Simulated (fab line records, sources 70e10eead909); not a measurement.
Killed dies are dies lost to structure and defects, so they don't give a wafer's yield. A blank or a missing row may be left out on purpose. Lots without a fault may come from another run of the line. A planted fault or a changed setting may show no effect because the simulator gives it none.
fab line records | flow nand_harc
record lots=12 wafers=36 last_day=25
route steps=1159 shown A_BONDPAD@1059 END@1159
lots that met no fault: from a run of the same line without faults
start_h: hours from the record's first day to the start of the lot's first wafer shown | wait_h: hours since the lot's step before | " the same as in the row above | L1.1+2: a row that stands for several wafers | - no value, or no start given | * or withheld: withheld | < > ~ a bound
route shown NAME@n: a module of which the file shows steps, and the number in the route of the first | usual: mean/standard deviation of fault-free wafers | same: alike in all rows | chamber/n: place in a boat | sites: the reading at each site | _std_site: their standard deviation | _edge_site: outer sites' mean less inner sites' | radius_mm: how far each site lies from the wafer's centre | mask NAME#n: copy n | behind: the tool/chamber that last shaped the wafer | hold: why the lot was held/for how many hours/how that ended | device: the transistor (n, p or np) that didn't switch | end of line: the same wafers' tests at the end of the route | a step without rows: its recipe alone | killed: dies lost to structure and defects at the first sort, not the wafer's yield | map: a wafer's dies, x killed, . not, _ none there
set.NAME: the setting as run; set.NAME@STEP: as run at that earlier step | model.NAME: the simulator's own value behind a step, which no gauge read
steps of the route over a sample of lots; a table a step, a row a wafer
services: from which hour (start_h, from the record's first day; less than 0 if before it) a tool's chamber was out of use, for how many hours, and why
## steps
# step NHARC_A_BONDPAD_DEP_00
# recipe target_thk_a=2500 temp_c=370 target_thk_nm=250 pressure_torr=3 flow_sccm=200 rf_w=450 material=SiCN
# usual heater_power_w=634/100
# columns lot.wafer tool chamber start_h wait_h heater_power_w
L412.2 pecvd-03 1 402.87 - 680
L412.5 " 0 " " 598
L412.4 " 1 " " 552
L411.2 pecvd-03 1 - - 662
L411.5 " 0 " " 652
L411.4 " 1 " " 662
L414.1 pecvd-02 2 420.49 - 619
L414.6 " 2 " " 481
L414.4 " 1 " " 690
L419.3 pecvd-02 2 451.64 - 581
L419.2 " 0 " " 782
L419.5 " 1 " " 653
L425.2 pecvd-01 0 469.16 - 735
L425.1 " 1 " " 441
L425.4 " 0 " " 768
L424.3 pecvd-01 0 473.71 - 797
L424.4 " 0 " " 778
L424.5 " 0 " " 811
L426.2 pecvd-03 1 489.73 - 678
L426.1 " 2 " " 574
L426.5 " 1 " " 557
L428.2 pecvd-01 2 511.89 - 590
L428.1 " 0 " " 735
L428.6 " 1 " " 460
L429.3 pecvd-03 2 513.61 - 569
L429.1 " 0 " " 633
L429.5 " 1 " " 621
L433.1 pecvd-02 0 - - 643
L433.3 " 1 " " 648
L433.4 " 1 " " 678
L431.2 pecvd-02 0 - - 766
L431.3 " 1 " " 579
L431.4 " 0 " " 807
L434.4 pecvd-03 1 549.98 - 629
L434.3 " 2 " " 534
L434.6 " 1 " " 657
# step NHARC_A_BONDPAD_CMP_29
# recipe target_thk_nm=200 material=SiCN
# usual motor_current_A=11.1/0.68 slurry_flow_ml_min=150.0/0.41
# columns lot.wafer tool chamber start_h wait_h motor_current_A slurry_flow_ml_min
L412.2 cmp-02 0 403.23 - 11.2 149.8
L412.4 " 2 " " 10.6 149.9
L412.5 " 0 " " 10.8 149.3
L411.4 cmp-03 1 412.53 - 11.4 149.4
L411.2 " 2 " " 11.3 150.2
L411.5 " 1 " " 10.6 150.2
L414.4 cmp-03 1 420.90 - 12.0 150.0
L414.1 " 3 " " 10.9 150.0
L414.6 " 1 " " 11.0 150.4
L419.2 cmp-04 3 452.06 - 11.3 149.9
L419.3 " 0 " " 12.0 150.0
L419.5 " 1 " " 11.0 150.3
L425.1 cmp-03 3 469.70 0.4 11.0 150.5
L425.2 " 0 " " 13.3 150.0
L425.4 " 1 " " 11.4 150.3
L424.3 cmp-02 0 474.41 0.6 10.6 150.0
L424.4 " 1 " " 10.9 151.2
L424.5 " 0 " " 10.6 149.8
L426.2 cmp-02 0 490.14 - 10.7 150.3
L426.1 " 1 " " 10.9 150.3
L426.5 " 0 " " 10.7 149.9
L428.2 cmp-02 2 512.32 - 10.5 149.1
L428.1 " 3 " " 11.1 149.4
L428.6 " 1 " " 11.5 149.9
L429.1 cmp-03 1 514.01 - 11.0 150.4
L429.3 " 2 " " 10.9 150.3
L429.5 " 1 " " 11.8 150.5
L433.4 cmp-04 2 538.10 - 10.3 150.6
L433.3 " 3 " " 10.8 150.0
L433.1 " 0 " " 12.7 150.6
L431.3 cmp-03 2 542.99 - 11.1 150.5
L431.2 " 3 " " 10.3 150.2
L431.4 " 1 " " 11.2 150.1
L434.3 cmp-02 2 550.41 0.3 10.1 149.8
L434.4 " 3 " " 11.6 149.4
L434.6 " 2 " " 10.7 150.4
# step NHARC_A_BONDPAD_STRIP_15
# recipe o2_flow_sccm=500 ar_flow_sccm=0 bias_w=0 chemistry=O2
# usual bias_w=0/0 chamber_pressure_mTorr=60.00/0.076 drypump_motor_current_A=5.8/0.41 oes_product_au=0.997/0.014 rf_vpp_V=57.9/0.96 showerhead_plenum_p_Torr=3.53/0.16 throttle_valve_pct=17.035/0.0091
# columns lot.wafer tool chamber start_h wait_h bias_w chamber_pressure_mTorr drypump_motor_current_A oes_product_au rf_hours_counter_h rf_vpp_V showerhead_plenum_p_Torr throttle_valve_pct
L412.2 rie_diel-06 0 404.52 0.1 0 60.00 5.4 0.995 6 57.1 3.37 17.049
L412.4 " 3 " " 0 60.13 6.4 0.994 6 57.2 3.41 17.039
L412.5 " 1 " " 0 59.92 6.0 0.988 - 58.4 3.62 17.046
L411.2 rie_diel-06 2 414.09 0.1 0 59.98 5.8 1.003 6 58.8 3.79 17.029
L411.4 " 3 " " 0 60.06 6.4 0.996 6 56.9 3.41 17.033
L411.5 " 0 " " 0 60.01 5.4 0.985 - 57.1 3.37 17.041
L414.1 rie_diel-13 0 422.55 0.1 0 60.03 5.2 1.024 49 56.8 3.78 17.020
L414.4 " 1 " " 0 59.91 5.6 0.992 - 57.5 3.41 17.034
L414.6 " 0 " " 0 59.98 5.2 1.025 - 58.4 3.78 17.029
L419.3 rie_diel-06 2 453.42 0.1 0 59.99 5.8 1.012 1 57.9 3.79 17.031
L419.2 " 0 " " 0 59.96 5.4 0.979 1 57.6 3.37 17.025
L419.5 " 3 " " 0 59.97 6.4 0.979 - 59.1 3.41 17.049
L425.4 rie_diel-06 1 471.14 0.1 - - - - - - - -
L425.1 " 3 " " - - - - - - - -
L425.2 " 0 " " - - - - - - - -
L424.4 rie_diel-06 3 475.70 0.1 - - - - - - - -
L424.3 " 0 " " - - - - - - - -
L424.5 " 0 " " - - - - - - - -
L426.2 rie_diel-06 0 491.55 0.1 0 59.88 5.4 0.990 3 56.5 3.37 17.043
L426.1 " 2 " " 0 59.95 5.8 1.015 3 58.2 3.79 17.034
L426.5 " 0 " " 0 60.03 5.4 0.989 - 57.2 3.37 17.035
L428.2 rie_diel-06 2 513.74 0.1 0 60.05 5.8 1.006 4 58.9 3.79 17.025
L428.1 " 0 " " 0 59.93 5.4 0.979 3 60.6 3.37 17.048
L428.6 " 2 " " 0 59.98 5.8 0.996 - 59.3 3.79 17.046
L429.1 rie_diel-06 0 515.56 0.1 0 60.04 5.4 0.989 4 57.4 3.37 17.040
L429.3 " 3 " " 0 60.01 6.4 0.976 4 58.1 3.41 17.031
L429.5 " 2 " " 0 59.98 5.8 1.012 - 56.8 3.79 17.031
L433.1 rie_diel-06 0 539.48 0.1 0 59.96 5.4 0.995 4 57.3 3.37 17.043
L433.3 " 1 " " 0 59.98 6.1 1.015 4 58.4 3.62 17.053
L433.4 " 2 " " 0 60.00 5.8 1.015 4 59.1 3.79 17.030
L431.2 rie_diel-06 1 544.42 0.1 0 59.97 6.0 1.013 4 57.7 3.62 17.032
L431.4 " 3 " " 0 60.01 6.5 0.983 4 56.5 3.41 17.048
L431.3 " 0 " " 0 60.03 5.4 1.002 4 58.3 3.37 17.029
L434.4 rie_diel-06 2 551.80 0.1 0 60.01 5.8 1.004 5 57.5 3.79 17.046
L434.3 " 1 " " 0 60.02 6.0 1.004 5 59.4 3.62 17.032
L434.6 " 3 " " 0 59.98 6.5 0.973 - 56.8 3.41 17.038
# step NHARC_A_BONDPAD_CMP_19
# recipe t_overpolish_s=30 cu_recess_touch_s=16 target_thk_nm=169.8
# usual motor_current_A=11.1/0.75 overpolish_run_s=30.001/0.0092 slurry_flow_ml_min=150.0/0.45
# same cu_recess_touch_s=16
# columns lot.wafer tool chamber start_h wait_h motor_current_A overpolish_run_s slurry_flow_ml_min
L412.4 cmp-03 3 406.15 - 10.7 30.024 150.0
L412.2 " 0 " " 12.7 29.998 149.8
L412.5 " 3 " " 10.9 30.013 150.2
L411.2 cmp-04 2 415.91 - 10.7 29.996 149.8
L411.4 " 1 " " 11.1 29.987 150.1
L411.5 " 2 " " 10.4 30.008 149.8
L414.4 cmp-04 0 424.29 - 12.1 30.000 149.8
L414.1 " 2 " " 10.2 30.009 149.8
L414.6 " 0 " " 12.8 30.009 150.5
L419.2 cmp-02 2 455.12 - 10.1 29.991 149.3
L419.3 " 0 " " 10.6 29.997 148.9
L419.5 " 2 " " 10.4 30.001 149.7
L425.2 cmp-04 3 472.82 - 10.8 29.986 149.9
L425.1 " 1 " " 11.1 30.009 149.9
L425.4 " 2 " " 10.6 30.013 150.3
L424.4 cmp-03 1 477.91 - 11.7 30.000 149.7
L424.3 " 2 " " 10.9 29.999 150.0
L424.5 " 2 " " 10.9 30.003 150.8
L426.2 cmp-03 2 493.19 - 10.8 30.007 149.6
L426.1 " 3 " " 10.6 29.994 149.8
L426.5 " 2 " " 10.6 30.010 150.0
L428.1 cmp-04 2 515.45 - 10.6 29.983 151.6
L428.2 " 3 " " 10.8 30.001 150.9
L428.6 " 0 " " 12.0 29.998 149.6
L429.3 cmp-03 1 517.29 - 11.2 29.995 150.3
L429.1 " 2 " " 10.7 30.010 149.9
L429.5 " 0 " " 12.7 30.002 149.8
L433.3 cmp-02 2 541.13 - 10.7 30.008 150.3
L433.4 " 3 " " 10.5 29.992 150.5
L433.1 " 0 " " 10.5 29.999 150.3
L431.3 cmp-02 0 546.06 - 10.8 29.984 149.9
L431.2 " 1 " " 11.0 30.010 150.2
L431.4 " 2 " " 10.8 30.002 150.1
L434.4 cmp-03 1 553.49 - 11.1 30.007 149.7
L434.3 " 2 " " 11.0 30.000 150.4
L434.6 " 0 " " 11.9 30.005 150.1
# step NHARC_END_SORT_01
# recipe temp_c=25
# usual defect_limited_yield=95.6/1.5 killed_at_array=27/10 killed_at_other=0.6/0.83 killed_at_periphery=2.4/1.8 killed_dies=30/10 killed_open=3.3/1.7 killed_short=1.8/1.4 sort_bin_2_pct=1.3/0.69 sort_bin_3_pct=0.25/0.24 sort_bin_4_pct=2.8/0.94 sort_n_pass=647/10 sort_rim_yield_pct=96.7/2.1 sort_yield_pct=95.6/1.5
# same gross_dies=677 sort_bin_5_pct[%]=0 sort_bin_6_pct[%]=0 sort_bin_7_pct[%]=0 sort_bin_8_pct[%]=0 sort_rim_n_gross=106.00
# columns lot.wafer tool chamber start_h wait_h defect_limited_yield[%] killed_at_array killed_at_other killed_at_periphery killed_dies killed_open killed_short sort_bin_2_pct[%] sort_bin_3_pct[%] sort_bin_4_pct[%] sort_n_pass sort_rim_yield_pct[%] sort_yield_pct[%]
L412.2 prober-01 0 445.58 2.8 96.2 22 1 3 26 2 1 0.6 0.74 2.5 651 99.1 96.2
L412.4 prober-01 0 447.17 3.4 95.1 31 1 1 33 4 0 1.9 0 3.0 644 98.1 95.1
L412.5 prober-01 0 447.97 3.7 95.0 30 2 2 34 4 1 0.9 0.44 3.7 643 95.3 95.0
L411.2 prober-01 0 453.37 2.8 97.8 14 0 1 15 3 0 0.6 0.30 1.3 662 97.2 97.8
L411.4 prober-01 0 454.98 3.4 97.6 13 0 3 16 1 2 1.2 0 1.2 661 98.1 97.6
L411.5 prober-01 0 455.79 3.7 97.6 14 0 2 16 2 0 0.3 0 2.1 661 100.0 97.6
L419.2 prober-02 0 486.49 2.8 97.5 12 1 4 17 3 4 0.9 0 1.6 660 99.1 97.5
L419.3 prober-02 0 487.29 3.1 96.9 19 1 1 21 2 5 0.7 0.15 2.2 656 97.2 96.9
L419.5 prober-02 0 488.89 3.7 98.5 9 0 1 10 4 1 0.3 0.15 1.0 667 95.3 98.5
L425.1 prober-01 0 501.91 6.5 0 674 2 1 677 5 3 97.9 0.15 1.9 0 0 0
L425.2 prober-01 0 502.70 6.8 0 673 1 3 677 5 1 97.9 0 2.1 0 0 0
L425.4 prober-01 0 504.29 7.3 0 676 0 1 677 9 0 96.6 0.15 3.2 0 0 0
L424.3 prober-02 0 510.72 3.1 0 675 0 2 677 3 2 96.2 0.15 3.7 0 0 0
L424.4 prober-02 0 511.52 3.4 0 675 0 2 677 5 4 96.8 0 3.2 0 0 0
L424.5 prober-02 0 512.33 3.7 0 675 0 2 677 1 0 97.5 0.15 2.4 0 0 0
L426.1 prober-02 0 522.14 2.5 95.6 26 0 4 30 3 2 1.6 0 2.8 647 95.3 95.6
L426.2 prober-02 0 522.94 2.8 95.3 29 0 3 32 3 2 1.2 0.30 3.2 645 99.1 95.3
L426.5 prober-02 0 525.36 3.7 95.7 26 0 3 29 1 2 1.2 0.15 3.0 648 99.1 95.7
L429.1 prober-02 0 543.94 2.5 95.0 33 0 1 34 4 1 1.8 0.44 2.8 643 95.3 95.0
L429.3 prober-02 0 545.55 3.1 93.5 43 0 1 44 4 4 2.1 0.30 4.1 633 93.4 93.5
L429.5 prober-02 0 547.15 3.7 94.8 33 0 2 35 4 2 1.6 0.15 3.4 642 91.5 94.8
L431.2 prober-01 0 571.61 2.8 96.6 17 4 2 23 8 2 1.2 0 2.2 654 97.2 96.6
L431.3 prober-01 0 572.40 3.1 96.3 20 2 3 25 4 1 1.3 0.15 2.2 652 95.3 96.3
L431.4 prober-01 0 573.19 3.4 96.8 19 0 3 22 6 1 1.3 0.15 1.8 655 96.2 96.8
# killed by level:class
L412.2 A_CHANNEL_HOLE_D1:chamber_film_flake=13 A_SLIT:chamber_film_flake=4 A_CONTACT:chamber_film_flake=2 P_GATE:geometric_particle:short=1 P_CONTACT:geometric_particle:open=1 A_BLC:geometric_particle:open=1 P_GATE:chamber_film_flake=1 A_STAIRCASE:chamber_film_flake=1
L412.4 A_CHANNEL_HOLE_D1:chamber_film_flake=14 A_SLIT:chamber_film_flake=9 A_ZERO_WELL:chamber_film_flake=2 A_STAIRCASE:chamber_film_flake=2 P_M1:geometric_particle:open=1 A_SOURCE_PLATE:geometric_particle:open=1 A_ONON_D1:geometric_particle:open=1 A_M0:geometric_particle:open=1
L412.5 A_CHANNEL_HOLE_D1:chamber_film_flake=15 A_SLIT:chamber_film_flake=7 A_CONTACT:chamber_film_flake=3 P_STI:chamber_film_flake=2 A_CHANNEL_HOLE_D1:geometric_particle:open=1 A_CHANNEL_FILL_D1:geometric_particle:open=1 A_SGD_CUT:geometric_particle:open=1 A_CONTACT:geometric_particle:open=1
L411.2 A_CHANNEL_HOLE_D1:chamber_film_flake=9 A_STAIRCASE:chamber_film_flake=3 P_CONTACT:geometric_particle:open=1 A_CHANNEL_FILL_D1:geometric_particle:open=1 A_BLC:geometric_particle:open=1
L411.4 A_CHANNEL_HOLE_D1:chamber_film_flake=6 A_STAIRCASE:chamber_film_flake=3 P_M0:geometric_particle:open=1 P_M2:geometric_particle:short=1 A_WL_FILL:geometric_particle:short=1 P_GATE:chamber_film_flake=1 A_SLIT:unspecified=1 A_SLIT:chamber_film_flake=1
L411.5 A_CHANNEL_HOLE_D1:chamber_film_flake=9 A_CHANNEL_FILL_D1:chamber_film_flake=2 P_CONTACT:geometric_particle:open=1 A_CHANNEL_FILL_D1:geometric_particle:open=1 P_GATE:chamber_film_flake=1 A_STAIRCASE:chamber_film_flake=1 A_SLIT:chamber_film_flake=1
L419.2 A_M0:geometric_particle:short=2 P_ZERO_WELL:chamber_film_flake=2 A_CHANNEL_HOLE_D1:chamber_film_flake=2 A_CONTACT:chamber_film_flake=2 P_CONTACT:geometric_particle:open=1 P_M1:geometric_particle:open=1 A_CHANNEL_HOLE_D1:geometric_particle:short=1 A_CHANNEL_FILL_D1:geometric_particle:open=1
L419.3 A_CONTACT:chamber_film_flake=4 A_CHANNEL_HOLE_D1:chamber_film_flake=3 A_CHANNEL_FILL_D1:chamber_film_flake=3 A_STAIRCASE:chamber_film_flake=3 A_ONON_D1:geometric_particle:short=2 P_M1:geometric_particle:short=1 A_CHANNEL_HOLE_D1:geometric_particle:open=1 A_WL_FILL:geometric_particle:short=1
L419.5 A_CHANNEL_HOLE_D1:chamber_film_flake=3 A_CONTACT:geometric_particle:open=2 P_M0:geometric_particle:open=1 A_ONON_D1:geometric_particle:short=1 A_ONON_D1:geometric_particle:open=1 A_STAIRCASE:chamber_film_flake=1 A_CONTACT:chamber_film_flake=1
L425.1 A_BONDPAD:area_strip=656 A_CONTACT:chamber_film_flake=7 A_CHANNEL_HOLE_D1:chamber_film_flake=3 A_CONTACT:geometric_particle:short=2 THIN_TSV:chamber_film_flake=2 P_M1:geometric_particle:open=1 A_ONON_D1:geometric_particle:short=1 A_ONON_D1:geometric_particle:open=1
L425.2 A_BONDPAD:area_strip=660 A_CHANNEL_HOLE_D1:chamber_film_flake=4 A_CONTACT:chamber_film_flake=3 P_M0:geometric_particle:open=1 A_CHANNEL_HOLE_D1:geometric_particle:open=1 A_SGD_CUT:geometric_particle:open=1 A_WL_FILL:geometric_particle:short=1 A_WL_FILL:geometric_particle:open=1
L425.4 A_BONDPAD:area_strip=647 A_CHANNEL_HOLE_D1:chamber_film_flake=10 A_STAIRCASE:chamber_film_flake=6 A_CONTACT:chamber_film_flake=5 A_CONTACT:geometric_particle:open=2 P_M0:geometric_particle:open=1 A_ONON_D1:geometric_particle:open=1 A_CHANNEL_FILL_D1:geometric_particle:open=1
L424.3 A_BONDPAD:area_strip=643 A_CHANNEL_HOLE_D1:chamber_film_flake=18 A_CONTACT:chamber_film_flake=5 A_STAIRCASE:chamber_film_flake=3 A_ONON_D1:geometric_particle:short=1 A_WL_FILL:geometric_particle:short=1 A_CONTACT:geometric_particle:open=1 A_BLC:geometric_particle:open=1
L424.4 A_BONDPAD:area_strip=647 A_CHANNEL_HOLE_D1:chamber_film_flake=19 A_CHANNEL_FILL_D1:geometric_particle:short=2 A_WL_FILL:geometric_particle:short=2 P_CONTACT:geometric_particle:open=1 P_M0:geometric_particle:open=1 A_ONON_D1:geometric_particle:open=1 A_CHANNEL_FILL_D1:geometric_particle:open=1
L424.5 A_BONDPAD:area_strip=651 A_CHANNEL_HOLE_D1:chamber_film_flake=16 A_CONTACT:chamber_film_flake=8 P_M1:geometric_particle:open=1 P_ZERO_WELL:chamber_film_flake=1
L426.1 A_CHANNEL_HOLE_D1:chamber_film_flake=22 A_M0:geometric_particle:open=2 P_STI:geometric_particle:short=1 P_M0:geometric_particle:short=1 P_M1:geometric_particle:open=1 P_STI:chamber_film_flake=1 A_CONTACT:chamber_film_flake=1 A_M1:chamber_film_flake=1
L426.2 A_CHANNEL_HOLE_D1:chamber_film_flake=21 A_SLIT:chamber_film_flake=2 A_CONTACT:chamber_film_flake=2 P_GATE:geometric_particle:open=1 P_M0:geometric_particle:short=1 A_SOURCE_PLATE:geometric_particle:open=1 A_SGD_CUT:geometric_particle:short=1 A_CONTACT:geometric_particle:open=1
L426.5 A_CHANNEL_HOLE_D1:chamber_film_flake=20 A_STAIRCASE:chamber_film_flake=2 A_CONTACT:chamber_film_flake=2 P_M1:geometric_particle:open=1 A_CHANNEL_FILL_D1:geometric_particle:short=1 A_SGD_CUT:geometric_particle:short=1 P_STI:chamber_film_flake=1 P_GATE:chamber_film_flake=1
L429.1 A_CHANNEL_HOLE_D1:chamber_film_flake=19 A_CONTACT:chamber_film_flake=6 A_CONTACT:geometric_particle:open=3 A_STAIRCASE:chamber_film_flake=2 P_CONTACT:geometric_particle:open=1 A_STAIRCASE:geometric_particle:short=1 A_BLC:chamber_film_flake=1 A_M0:chamber_film_flake=1
L429.3 A_CHANNEL_HOLE_D1:chamber_film_flake=21 A_CONTACT:chamber_film_flake=7 A_STAIRCASE:chamber_film_flake=6 A_WL_FILL:geometric_particle:short=2 P_M0:geometric_particle:short=1 A_CHANNEL_FILL_D1:geometric_particle:short=1 A_WL_FILL:geometric_particle:open=1 A_CONTACT:geometric_particle:open=1
L429.5 A_CHANNEL_HOLE_D1:chamber_film_flake=17 A_CONTACT:chamber_film_flake=10 A_WL_FILL:geometric_particle:open=2 A_STAIRCASE:chamber_film_flake=2 P_GATE:geometric_particle:short=1 P_GATE:geometric_particle:open=1 A_WL_FILL:geometric_particle:short=1 A_BLC:geometric_particle:open=1
L431.2 A_CHANNEL_HOLE_D1:chamber_film_flake=4 THIN_TSV:chamber_film_flake=4 A_CONTACT:geometric_particle:open=2 A_STAIRCASE:chamber_film_flake=2 P_GATE:geometric_particle:open=1 A_SOURCE_PLATE:geometric_particle:open=1 A_CHANNEL_HOLE_D1:geometric_particle:open=1 A_CHANNEL_FILL_D1:geometric_particle:open=1
L431.3 A_CHANNEL_HOLE_D1:chamber_film_flake=9 A_CONTACT:chamber_film_flake=6 P_GATE:chamber_film_flake=2 P_CONTACT:geometric_particle:open=1 A_CHANNEL_FILL_D1:geometric_particle:short=1 A_CONTACT:geometric_particle:open=1 A_M0:geometric_particle:open=1 STARTING-WAFER:geometric_particle:open=1
L431.4 A_CHANNEL_HOLE_D1:chamber_film_flake=9 A_STAIRCASE:chamber_film_flake=3 A_CONTACT:geometric_particle:open=2 A_CONTACT:chamber_film_flake=2 P_GATE:geometric_particle:open=1 P_CONTACT:geometric_particle:open=1 A_ONON_D1:geometric_particle:open=1 A_WL_FILL:geometric_particle:short=1
## services
# columns tool chamber start_h hours kind
cmp-04 - 399.21 4.0 pm
cmp-02 - 399.33 1.5 repair
cmp-03 - 401.42 2.5 repair
rie_diel-06 - 418.22 9.0 pm
cmp-02 - 422.66 4.0 pm
cmp-02 - 430.78 2.2 repair
cmp-03 - 434.32 1.0 repair
cmp-03 - 447.89 0.8 repair
cmp-03 - 450.00 4.0 pm
pecvd-03 - 453.81 4.0 repair
cmp-03 - 454.53 1.3 repair
pecvd-03 - 473.30 13.0 pm
cmp-04 - 491.35 2.7 repair
cmp-02 - 492.94 2.3 repair
cmp-04 - 497.21 4.0 pm
cmp-02 - 497.89 0.5 repair
cmp-02 - 512.64 5.2 repair
rie_diel-06 1 515.39 3.0 repair
cmp-02 - 519.07 7.9 repair
cmp-04 - 524.54 0.5 repair
cmp-02 - 527.02 4.0 pm
pecvd-03 2 529.34 9.5 repair
cmp-03 - 530.18 1.3 repair
cmp-03 - 548.00 4.0 pm
## key
first_sign step=NHARC_A_BONDPAD_STRIP_15 reading=tool_record direction=missing
effect step=NHARC_END_SORT_01 reading=sort_bin_2_pct direction=up sigmas=99+ usual=1.3 struck=97.1
more_kills_born_at NHARC_A_BONDPAD_STRIP_15@rie_diel-06=3904
met_at NHARC_A_BONDPAD_STRIP_15
struck_lots L424,L425
later_rows_left_out L424.3,L424.4,L424.5,L425.1,L425.2,L425.4
not_acting_at NHARC_A_BONDPAD_DEP_00,NHARC_A_BONDPAD_CMP_29,NHARC_A_BONDPAD_CMP_19
onset_between 453.42 471.14
fault kind=skipped_step_whole tool=rie_diel-06 chamber=- onset_h=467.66 steps=NHARC_A_BONDPAD_STRIP_15 scope=struck_lots_only
# later_rows_left_out: the simulator's readings of these wafers behind a module that went badly wrong aren't trusted and aren't shown, but for the sort
